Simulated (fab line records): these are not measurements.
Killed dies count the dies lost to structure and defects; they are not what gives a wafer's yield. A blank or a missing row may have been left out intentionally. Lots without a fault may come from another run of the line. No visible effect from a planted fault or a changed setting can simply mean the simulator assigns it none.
Tool commonality check ; flow nand_harc ; Sampled: 10 lots, 33 wafers

== WHY IT WAS OPENED ==
On 1 of the 10 lots, a flag is raised at NHARC_P_STI_CD_MEAS_09 on the reading cd_nm. No-fault wafers: 200.8 nm, standard deviation 1.9.
Rule: a lot is flagged in two cases, either no wafer of it has a number, or all its wafers with numbers fall more than 4 standard deviations from that mean. All remaining lots are regarded as sound.

lot;measured;on;cd_nm (nm), wafer by wafer;flag
L275;day 2 23:49;cd_sem-02;199.5 196.5 196.9;
L277;day 3 17:40;cd_sem-03;235.1 232.9 233.7 234.9 232.7 233.8;FLAGGED
L287;day 7 20:46;cd_sem-02;204.3 201.7 201.5;
L288;day 8 06:49;cd_sem-01;198.3 200.4 201.3;
L290;day 9 06:17;cd_sem-01;200.4 200.8 201.3;
L293;day 10 06:37;cd_sem-01;200.4 200.4 204.4;
L294;day 10 16:52;cd_sem-02;200.0 197.4 199.7;
L295;day 11 03:22;cd_sem-02;202.9 202.6 201.9;
L297;day 11 22:36;cd_sem-03;200.7 200.2 199.1;
L298;day 12 10:21;cd_sem-01;198.7 196.6 203.6;
Average over the flagged lots: 233.8 nm; offset from the usual +33.0 nm, equal to +17 standard deviations.

== WHICH TOOL RAN EACH LOT ==
The record holds 1 process step before the reading, out of a route of 1302 steps. Read each cell as the tool, then ch plus the chambers that the sampled wafers visited, then the start.
lot;flag;NHARC_P_STI_EXPOSE_06
L275;;krf_scanner-02 ch 0, day 2 23:40
L277;FLAGGED;krf_scanner-01 ch 0, day 3 17:31
L287;;krf_scanner-02 ch 0, day 7 20:37
L288;;krf_scanner-02 ch 0, day 8 06:40
L290;;krf_scanner-03 ch 0, day 9 06:08
L293;;krf_scanner-02 ch 0, day 10 06:28
L294;;krf_scanner-03 ch 0, day 10 16:43
L295;;krf_scanner-02 ch 0, day 11 03:13
L297;;krf_scanner-02 ch 0, day 11 22:27
L298;;krf_scanner-01 ch 0, day 12 10:12
What is done by these steps:
- NHARC_P_STI_EXPOSE_06: exposes mask P STI, target cd 200 nm.
- NHARC_P_STI_CD_MEAS_09: target cd 200 nm.

== FLAGGED OVER TOTAL, TOOL BY TOOL (the gauges that took the reading come last) ==
step;tool;lots run;flagged;share of the flagged lots;sound lots run after its first flagged lot
NHARC_P_STI_EXPOSE_06;krf_scanner-01;2;1;all;1 (L298)
NHARC_P_STI_EXPOSE_06;krf_scanner-02;6;0;none;-
NHARC_P_STI_EXPOSE_06;krf_scanner-03;2;0;none;-
NHARC_P_STI_CD_MEAS_09;cd_sem-01;4;0;none;-
NHARC_P_STI_CD_MEAS_09;cd_sem-02;4;0;none;-
NHARC_P_STI_CD_MEAS_09;cd_sem-03;2;1;all;1 (L297)

== THE TABLE: WHAT IT ALLOWS ==
Table rows that saw every flagged lot: 2, namely krf_scanner-01 at NHARC_P_STI_EXPOSE_06 and cd_sem-03 at NHARC_P_STI_CD_MEAS_09.
- krf_scanner-01 at NHARC_P_STI_EXPOSE_06 ran 2 lots, 1 of them flagged. Sound lots followed the first flagged one (L298) on it, something a lasting fault affecting the whole tool could not allow.
- cd_sem-03 at NHARC_P_STI_CD_MEAS_09 ran 2 lots, 1 of them flagged. Sound lots followed the first flagged one (L297) on it, something a lasting fault affecting the whole tool could not allow.
Not one row of the table ran every flagged lot while running no sound lot after the first.

== WHAT WAS PUT IN BY THE SIMULATOR ==
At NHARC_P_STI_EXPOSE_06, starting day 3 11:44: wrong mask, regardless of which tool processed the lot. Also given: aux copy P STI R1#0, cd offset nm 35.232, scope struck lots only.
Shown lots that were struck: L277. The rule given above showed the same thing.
